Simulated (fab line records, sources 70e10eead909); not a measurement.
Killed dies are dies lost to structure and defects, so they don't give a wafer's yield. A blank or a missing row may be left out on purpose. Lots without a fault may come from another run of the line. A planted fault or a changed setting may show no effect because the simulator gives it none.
fab line records | flow nand_harc | part 2 of 2: steps 27 to 34 of 34
record lots=5 wafers=15 last_day=32
route steps=1302 shown A_BLC@1123 A_M0@1137
lots that met no fault: from a run of the same line without faults
start_h: hours from the record's first day to the start of the lot's first wafer shown | wait_h: hours since the lot's step before | " the same as in the row above | L1.1+2: a row that stands for several wafers | - no value, or no start given | * or withheld: withheld | < > ~ a bound
route shown NAME@n: a module of which the file shows steps, and the number in the route of the first | usual: mean/standard deviation of fault-free wafers | same: alike in all rows | chamber/n: place in a boat | sites: the reading at each site | _std_site: their standard deviation | _edge_site: outer sites' mean less inner sites' | radius_mm: how far each site lies from the wafer's centre | mask NAME#n: copy n | behind: the tool/chamber that last shaped the wafer | hold: why the lot was held/for how many hours/how that ended | device: the transistor (n, p or np) that didn't switch | end of line: the same wafers' tests at the end of the route | a step without rows: its recipe alone | killed: dies lost to structure and defects at the first sort, not the wafer's yield | map: a wafer's dies, x killed, . not, _ none there
set.NAME: the setting as run; set.NAME@STEP: as run at that earlier step | model.NAME: the simulator's own value behind a step, which no gauge read
lots at some steps of the route; a table a step, a row a wafer
services: from which hour (start_h, from the record's first day; less than 0 if before it) a tool's chamber was out of use, for how many hours, and why
## steps
# step NHARC_A_M0_DESCUM_14
# recipe time_s=3 o2_flow_sccm=200 ar_flow_sccm=0 bias_power_w=0 chemistry=O2
# usual drypump_motor_current_A=5.7/0.57 oes_product_au=1.000/0.0076 rf_vpp_V=57.7/0.95 showerhead_plenum_p_Torr=1.93/0.1 throttle_valve_pct=11.312/0.0086
# same bias_power_w=0
# columns lot.wafer tool chamber start_h wait_h drypump_motor_current_A oes_product_au rf_hours_counter_h rf_vpp_V showerhead_plenum_p_Torr throttle_valve_pct
L079.1 rie_diel-08 0 559.08 0.1 4.6 0.993 0 58.5 1.79 11.302
L079.4 " 1 " " 6.1 0.996 0 57.8 1.95 11.305
L079.6 " 2 " " 6.1 1.002 - 59.0 2.05 11.326
L076.4 rie_diel-07 3 565.39 0.1 6.0 1.005 3 57.1 1.95 11.310
L076.6 " 0 " " 6.3 0.987 - 57.0 1.89 11.323
L076.5 " 1 " " 5.6 0.985 - 57.1 1.84 11.314
L080.3 rie_diel-08 2 572.60 0.1 6.2 1.011 1 56.8 2.05 11.305
L080.4 " 1 " " 6.1 1.006 1 56.9 1.95 11.316
L080.6 " 2 " " 6.1 1.013 - 59.5 2.05 11.329
L090.2 rie_diel-03 2 704.42 0.1 6.6 1.004 3 58.1 2.05 11.322
L090.1 " 0 " " 5.5 0.995 4 57.2 1.85 11.309
L090.3 " 1 " " 5.6 0.996 3 57.0 1.77 11.318
L094.1 rie_diel-08 1 720.43 0.1 6.1 1.008 8 59.3 1.95 11.311
L094.3 " 3 " " 5.7 1.001 7 58.6 2.04 11.307
L094.4 " 0 " " 4.6 0.994 8 58.4 1.79 11.296
# step NHARC_A_M0_ETCH_34
# recipe target_depth_a=400 overetch_a=120 time_s=43.94 ion_energy_ev=200 n2_flow_sccm=150 h2_flow_sccm=150 ar_flow_sccm=0 rf_w=400 bias_w=150 chemistry=N2/H2
# usual drypump_motor_current_A=5.7/0.57 oes_product_au=0.999/0.0072 rf_vpp_V=431/3.4 showerhead_plenum_p_Torr=2.05/0.11 throttle_valve_pct=14.172/0.0092
# columns lot.wafer tool chamber start_h wait_h drypump_motor_current_A oes_product_au rf_hours_counter_h rf_vpp_V showerhead_plenum_p_Torr throttle_valve_pct
L079.1 rie_diel-08 2 559.15 0.1 6.1 1.004 0 434 2.19 14.174
L079.4 " 0 " " 4.6 1.003 0 427 1.91 14.190
L079.6 " 3 " " 5.7 0.988 - 432 2.19 14.166
L076.4 rie_diel-07 0 565.46 0.1 6.3 1.000 3 431 2.02 14.173
L076.5 " 1 " " 5.5 0.993 - 428 1.95 14.172
L076.6 " 2 " " 5.4 1.002 - 430 1.96 14.164
L080.3 rie_diel-08 1 572.68 0.1 6.1 1.012 1 431 2.08 14.174
L080.4 " 3 " " 5.7 0.998 1 434 2.18 14.175
L080.6 " 2 " " 6.1 1.005 - 436 2.19 14.168
L090.2 rie_diel-03 0 704.51 0.1 5.5 0.997 4 429 1.97 14.171
L090.1 " 1 " " 5.6 0.990 3 425 1.89 14.168
L090.3 " 2 " " 6.6 1.009 3 434 2.19 14.168
L094.1 rie_diel-08 3 720.51 0.1 5.7 0.996 7 436 2.18 14.168
L094.3 " 1 " " 6.1 1.002 8 431 2.08 14.175
L094.4 " 2 " " 6.1 1.000 4 435 2.19 14.156
# step NHARC_A_M0_ETCH_15
# recipe target_depth_a=1500 overetch_a=150 time_s=82.5 c4f8_flow_sccm=withheld ar_flow_sccm=400 rf_w=600 bias_w=300 chemistry=C4F8/Ar
# usual oes_product_au=0.946/0.02 rf_vpp_V=441/3.3
# columns lot.wafer tool chamber start_h wait_h oes_product_au rf_hours_counter_h rf_vpp_V
L079.4 rie_diel-08 3 - - 0.952 0 444
L079.1 " 1 " " 0.980 0 442
L079.6 " 3 " " 0.961 - 445
L076.4 rie_diel-07 3 - - 0.939 3 442
L076.5 " 3 " " 0.924 - 441
L076.6 " 0 " " 0.937 - 439
L080.3 rie_diel-08 2 - - 0.953 1 445
L080.4 " 0 " " 0.965 1 437
L080.6 " 2 " " 0.953 - 445
L090.2 rie_diel-03 3 - - 0.957 3 438
L090.1 " 1 " " 0.966 3 435
L090.3 " 2 " " 0.956 3 446
L094.4 rie_diel-08 3 - - 0.973 7 446
L094.3 " 0 " " 0.969 8 438
L094.1 " 2 " " 0.957 4 445
# step NHARC_A_M0_CD_MEAS_16
# usual cd_nm=80.0/0.75
# columns lot.wafer tool chamber start_h wait_h cd_nm
L079.1 cd_sem-01 - 559.36 - 79.7
L079.4 " - " " 80.0
L079.6 " - " " 79.8
L076.4 cd_sem-01 - 565.67 - 80.0
L076.5 " - " " 79.4
L076.6 " - " " 79.8
L080.3 cd_sem-01 - 572.90 - 79.4
L080.4 " - " " 79.0
L080.6 " - " " 79.5
L090.1 cd_sem-03 - 704.72 - 80.3
L090.2 " - " " 79.5
L090.3 " - " " 80.1
L094.1 cd_sem-01 - 720.73 - 80.5
L094.3 " - " " 79.9
L094.4 " - " " 80.3
# step NHARC_A_M0_STRIP_18
# recipe power_w=1000 n2_flow_sccm=150 h2_flow_sccm=150 ar_flow_sccm=0 bias_w=0 chemistry=N2/H2
# usual drypump_motor_current_A=5.7/0.51 oes_product_au=0.999/0.0071 power_w=1001/3.1 rf_vpp_V=90.5/1 showerhead_plenum_p_Torr=2.03/0.098 throttle_valve_pct=14.171/0.0088
# columns lot.wafer tool chamber start_h wait_h drypump_motor_current_A oes_product_au power_w rf_hours_counter_h rf_vpp_V showerhead_plenum_p_Torr throttle_valve_pct
L079.1 rie_diel-03 3 559.44 0.1 5.3 0.986 999 6.5 89.7 1.98 14.170
L079.4 " 3 " " 5.3 0.991 1001 - 90.2 1.98 14.179
L079.6 " 2 " " 6.6 0.994 1001 - 91.8 2.19 14.180
L076.4 rie_diel-03 2 565.74 0.1 6.6 1.001 1004 6.2 91.6 2.19 14.180
L076.6 " 2 " " 6.6 1.002 1000 - 90.7 2.19 14.178
L076.5 " 3 " " 5.3 1.002 998 - 90.2 1.98 14.176
L080.3 rie_diel-07 1 572.97 0.1 5.5 0.990 1001 4.5 91.2 1.95 14.171
L080.4 " 2 " " 5.4 0.995 998 4.9 88.9 1.96 14.190
L080.6 " 2 " " 5.4 0.994 999 - 90.9 1.96 14.175
L090.2 rie_diel-08 2 704.79 0.1 6.1 1.003 1003 3.9 91.3 2.19 14.165
L090.3 " 0 " " 4.6 1.007 1002 7.5 89.3 1.91 14.184
L090.1 " 1 " " 6.1 1.004 1000 7.8 89.5 2.08 14.167
L094.1 rie_diel-07 3 720.83 0.1 6.0 0.996 1005 3.7 90.3 2.08 14.159
L094.4 " 0 " " 6.3 0.993 993 2.6 91.8 2.01 14.171
L094.3 " 1 " " 5.5 0.998 993 5.2 90.5 1.95 14.184
# step NHARC_A_M0_STRIP_19
# recipe time_s=600 temp_c=30 chemistry=post_etch_residue_remover
# columns lot.wafer tool chamber start_h wait_h
L079.6+1+4 wet_bench-07 5,7,2 559.77 -
L076.4+6+5 wet_bench-07 4,5,6 566.02 -
L080.4+6+3 wet_bench-04 3,4,7 573.24 -
L090.2+3+1 wet_bench-01 6,0,1 705.13 -
L094.4+1+3 wet_bench-07 7,0,2 721.09 -
# step NHARC_A_M0_DEGAS_28
# recipe temp_c=250 time_s=60
# usual heater_power_w=328/15
# columns lot.wafer tool chamber start_h wait_h heater_power_w
L079.1 pvd_sputter-03 - 560.03 - 321
L079.4 " - " " 327
L079.6 " - " " 342
L076.4 pvd_sputter-02 - 566.30 - 332
L076.5 " - " " 364
L076.6 " - " " 334
L080.4 pvd_sputter-03 - 573.51 - 315
L080.3 " - " " 347
L080.6 " - " " 329
L090.1 pvd_sputter-01 - 705.39 - 308
L090.2 " - " " 329
L090.3 " - " " 298
L094.4 pvd_sputter-02 - 721.34 - 325
L094.3 " - " " 349
L094.1 " - " " 334
# step NHARC_A_M0_PRE_CLEAN_29
# recipe time_s=30 temp_c=280 gas=H2/He
# usual heater_power_w=403/18
# columns lot.wafer tool chamber start_h wait_h heater_power_w
L079.1 pvd_sputter-03 - - - 395
L079.4 " - " " 380
L079.6 " - " " 394
L076.4 pvd_sputter-02 - - - 399
L076.6 " - " " 443
L076.5 " - " " 400
L080.3 pvd_sputter-03 - - - 399
L080.4 " - " " 425
L080.6 " - " " 388
L090.3 pvd_sputter-01 - - - 380
L090.1 " - " " 398
L090.2 " - " " 388
L094.1 pvd_sputter-02 - - - 424
L094.4 " - " " 409
L094.3 " - " " 405
## services
# columns tool chamber start_h hours kind
rie_diel-11 1 535.49 10.5 repair
wet_bench-09 - 538.47 1.7 repair
rie_diel-08 - 544.80 9.0 pm
litho_track-04 - 553.00 7.0 pm
rie_diel-03 1 554.95 4.8 repair
pvd_sputter-03 - 562.35 10.0 pm
pvd_sputter-01 - 589.66 10.0 pm
rie_diel-08 2 590.32 64.0 repair
rie_diel-11 1 593.45 16.5 repair
rie_diel-11 - 609.50 9.0 pm
rie_diel-08 3 624.70 7.7 repair
rie_diel-03 - 635.40 9.0 pm
pvd_sputter-02 - 642.37 10.0 pm
rie_diel-07 - 648.20 9.0 pm
rie_diel-06 2 659.73 17.2 repair
rie_diel-06 - 661.29 9.0 pm
rie_diel-07 - 671.47 0.3 repair
rie_diel-07 3 674.93 6.6 repair
litho_track-01 - 680.00 7.0 pm
rie_diel-07 0 688.43 23.3 repair
rie_diel-08 3 690.64 16.1 repair
litho_track-06 - 704.00 7.0 pm
wet_bench-09 - 704.80 8.0 pm
rie_diel-11 0 706.29 13.6 repair
